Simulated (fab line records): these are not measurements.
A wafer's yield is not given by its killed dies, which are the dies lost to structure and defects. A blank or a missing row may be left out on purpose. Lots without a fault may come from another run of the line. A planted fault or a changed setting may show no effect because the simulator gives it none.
Chamber matching || flow nandHarc || 3 sister chambers for NHARC_P_M1_PRE_CLEAN_32 on pecvd-02
The step time 12 s. 6 wafers are shown with their chamber, then 8 later ones without.

== EACH WAFER AND ITS CHAMBER ==
{"wafer": "L085.2", "chamber": 0, "heaterPowerW (W)": 585}
{"wafer": "L085.3", "chamber": 1, "heaterPowerW (W)": 535}
{"wafer": "L085.5", "chamber": 0, "heaterPowerW (W)": 595}
{"wafer": "L085.4", "chamber": 1, "heaterPowerW (W)": 535}
{"wafer": "L085.6", "chamber": 2, "heaterPowerW (W)": 625}
{"wafer": "L089.2", "chamber": 2, "heaterPowerW (W)": 699}

== WAFERS WITHOUT THEIR CHAMBER ==
{"wafer": "L089.4", "heaterPowerW (W)": 598}
{"wafer": "L089.5", "heaterPowerW (W)": 615}
{"wafer": "L097.1", "heaterPowerW (W)": 601}
{"wafer": "L097.2", "heaterPowerW (W)": 593}
{"wafer": "L097.3", "heaterPowerW (W)": 627}
{"wafer": "L097.4", "heaterPowerW (W)": 605}
{"wafer": "L097.5", "heaterPowerW (W)": 590}
{"wafer": "L097.6", "heaterPowerW (W)": 638}

== WHICH CHAMBER EACH ONE RAN IN ==
{"wafer": "L089.4", "from the rows above": "can't be placed: 0 or 1 or 2", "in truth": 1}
{"wafer": "L089.5", "from the rows above": "can't be placed: 0 or 2 or 1", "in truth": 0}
{"wafer": "L097.1", "from the rows above": "can't be placed: 0 or 2 or 1", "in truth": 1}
{"wafer": "L097.2", "from the rows above": "can't be placed: 0 or 1", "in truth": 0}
{"wafer": "L097.3", "from the rows above": "can't be placed: 2 or 0 or 1", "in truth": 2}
{"wafer": "L097.4", "from the rows above": "can't be placed: 0 or 2 or 1", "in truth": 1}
{"wafer": "L097.5", "from the rows above": "can't be placed: 0 or 1", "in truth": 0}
{"wafer": "L097.6", "from the rows above": "can't be placed: 2 or 0", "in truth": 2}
Correct placement for 0 of the 8. Not placeable from these rows: 8 (in 8, the candidates include the true chamber). Wrongly placed: 0.
How it was worked out, from the rows above alone: a wafer's distance from a chamber is the root of the sum, over the readings, of the square of ((its reading less the chamber's mean) divided by the reading's scatter). The wafer belongs to the nearest chamber; if the next one is less than 2 further off, it can't be placed. Each chamber's mean is taken over the wafers shown for it. How the scatter is found: for the shown wafers, subtract from each reading the mean of its chamber, square and add these, divide the total by (wafers less chambers), then take the root.
